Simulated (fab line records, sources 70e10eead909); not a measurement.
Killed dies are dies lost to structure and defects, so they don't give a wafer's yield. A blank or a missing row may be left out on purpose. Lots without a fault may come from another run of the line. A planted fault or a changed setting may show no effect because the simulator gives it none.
A struck lot beside a sound one | flow nand_harc | 24 steps out of a route of 1302
Sound: wafers L102.1, L102.3, L102.4. Struck: wafers L110.1, L110.5, L110.6. The cause comes at the end.
At each step with rows: each side's tool, then ch and its chambers, then its first start. Under that, the readings that differ: sound wafers | struck wafers | difference of the means | sigmas: that difference in standard deviations of wafers without a fault.
alike: readings whose means differ by less than 2 such deviations, and words and numbers that are the same on both sides. not compared: withheld readings, readings that some wafer has no value for, bounds like >300 that may hide the same value, and numbers for which the record gives no deviation and whose values overlap.
The two part at a step that has a row with sigmas, a row that says differs or no value, or rows on one side only. Numbers that don't overlap but have no deviation are shown without sigmas and don't part them. A reading that every wafer of one side lacks parts them only if that side has two wafers or more.

NHARC_A_M0_INSPECT_27:
  sound on defect_inspect-01, day 26 19:22; struck on defect_inspect-02, day 29 21:41
  reading          | sound       | struck       | difference | sigmas
  raw_defect_count | 349 300 380 | 1019 583 567 | +380       | +2
NHARC_A_M0_PRE_CLEAN_31: time 12 s.
  sound on pecvd-02 ch 0,1, day 26 19:26; struck on pecvd-03 ch 0,2, day 29 21:46
  alike: heater_power_w
NHARC_A_M0_DEP_32: deposits SiCN, target thk 30 nm.
  sound on pecvd-02 ch 0,1, day 26 19:31; struck on pecvd-03 ch 0,2, day 29 21:52
  alike: chamber_pressure_Torr, heater_power_w
then, 8 steps without rows for these wafers: NHARC_A_M1_DEP_00 (deposits SiOC, target thk 182.5 nm); NHARC_A_M1_DEHYDRATE_01 (time 120 s); NHARC_A_M1_HMDS_02 (time 30 s); NHARC_A_M1_COAT_34 (time 65 s); NHARC_A_M1_COAT_03 (resist thk 90 nm); NHARC_A_M1_SOFTBAKE_04 (time 55 s); NHARC_A_M1_EBR_05; NHARC_A_M1_EXPOSE_06 (exposes mask A M1, target cd 120 nm).
NHARC_A_M1_PEB_07: peb time 65 s.
  sound on litho_track-04 ch 0, day 26 20:40; struck on litho_track-06 ch 0, day 29 22:52
  reading                  | sound               | struck            | difference | sigmas
  heater_power_total_W (W) | 156.4 157.1 157.0   | 149.1 148.9 149.5 | -7.7       | -19
  plate_temp_C (C)         | 99.95 100.11 100.51 | 96.33 96.22 96.40 | -3.87      | -28
then, 1 step without rows for these wafers: NHARC_A_M1_DEVELOP_08 (develop time 35 s).
NHARC_A_M1_CD_MEAS_09: target cd 120 nm.
  sound on cd_sem-01 ch 0, day 26 20:45; struck on cd_sem-01 ch 0
  reading    | sound             | struck            | difference | sigmas
  cd_nm (nm) | 118.7 119.2 119.0 | 108.8 107.8 109.2 | -10.4      | -16
  not compared: hold
NHARC_A_M1_OVL_MEAS_10: pitch 240 nm.
  sound on overlay-02, day 26 20:50; struck on overlay-01, day 30 03:49
  reading | sound | struck                                                                     | difference                   | sigmas
  hold    | - - - | await_dispo/4.6h/release await_dispo/4.6h/release await_dispo/4.6h/release | no value on the sound wafers |
  alike: overlay_x_nm, overlay_y_nm
NHARC_A_M1_INSPECT_11:
  sound on defect_inspect-01, day 26 20:53; struck on defect_inspect-01, day 30 03:50
  reading          | sound    | struck      | difference | sigmas
  raw_defect_count | 22 15 20 | 114 120 126 | +101       | +3
NHARC_A_M1_DESCUM_14: chemistry O2, time 3 s.
  sound on rie_diel-07 ch 0,1,3, day 26 20:57; struck on rie_diel-07 ch 0,1, day 30 03:54
  reading               | sound             | struck            | difference | sigmas
  model.A_M1.cd_nm (nm) | 118.8 119.4 119.6 | 109.3 108.7 109.4 | -10.1      |
  alike: drypump_motor_current_A, oes_product_au, rf_vpp_V, showerhead_plenum_p_Torr, throttle_valve_pct
  not compared: rf_hours_counter_h
NHARC_A_M1_ETCH_35: etches the open film in N2/H2, target depth 40 nm, overetch 12 nm, time 43.94 s.
  sound on rie_diel-07 ch 1,2,3, day 26 21:02; struck on rie_diel-07 ch 1,2, day 30 03:59
  alike: drypump_motor_current_A, n2_flow_sccm, oes_product_au, rf_vpp_V, showerhead_plenum_p_Torr, throttle_valve_pct
  not compared: rf_hours_counter_h
NHARC_A_M1_ETCH_15: etches the open film in C4F8/Ar, target depth 182.5 nm, time 91.2 s.
  sound on rie_diel-07 ch 0,1,2; struck on rie_diel-07 ch 1,2
  alike: oes_product_au, rf_vpp_V
  not compared: rf_hours_counter_h
NHARC_A_M1_CD_MEAS_16:
  sound on cd_sem-01, day 26 21:14; struck on cd_sem-03, day 30 04:25
  reading    | sound             | struck            | difference | sigmas
  cd_nm (nm) | 118.3 119.7 119.8 | 109.1 108.7 109.4 | -10.2      | -13
  not compared: hold
NHARC_A_M1_STRIP_18: strips in N2/H2.
  sound on rie_diel-04 ch 0,2,3, day 26 21:19; struck on rie_diel-04 ch 1,2,3, day 30 06:04
  reading | sound | struck                                                                     | difference                   | sigmas
  hold    | - - - | await_dispo/1.5h/release await_dispo/1.5h/release await_dispo/1.5h/release | no value on the sound wafers |
  alike: drypump_motor_current_A, n2_flow_sccm, oes_product_au, rf_vpp_V, showerhead_plenum_p_Torr, throttle_valve_pct
  not compared: rf_hours_counter_h
NHARC_A_M1_ETCH_28: etches the open film in CF4/N2, target depth 30 nm, time 72.99 s.
  sound on rie_diel-04 ch 0,1,3; struck on rie_diel-04 ch 2,3
  reading               | sound             | struck            | difference | sigmas
  model.A_M1.cd_nm (nm) | 118.8 120.5 119.7 | 109.3 108.7 109.7 | -10.4      |
  alike: drypump_motor_current_A, n2_flow_sccm, oes_product_au, rf_vpp_V, showerhead_plenum_p_Torr, throttle_valve_pct
  not compared: rf_hours_counter_h
then, 1 step without rows for these wafers: NHARC_A_M1_STRIP_19 (strips in post etch residue remover, time 600 s).
NHARC_END_SORT_01:
  the record has rows for the struck wafers here (prober-01 ch 0, day 31 13:28) and none for the sound ones

WHERE THEY PART
First at NHARC_A_M0_INSPECT_27; last, within this record, at NHARC_END_SORT_01.

WHY: what the simulator had put in
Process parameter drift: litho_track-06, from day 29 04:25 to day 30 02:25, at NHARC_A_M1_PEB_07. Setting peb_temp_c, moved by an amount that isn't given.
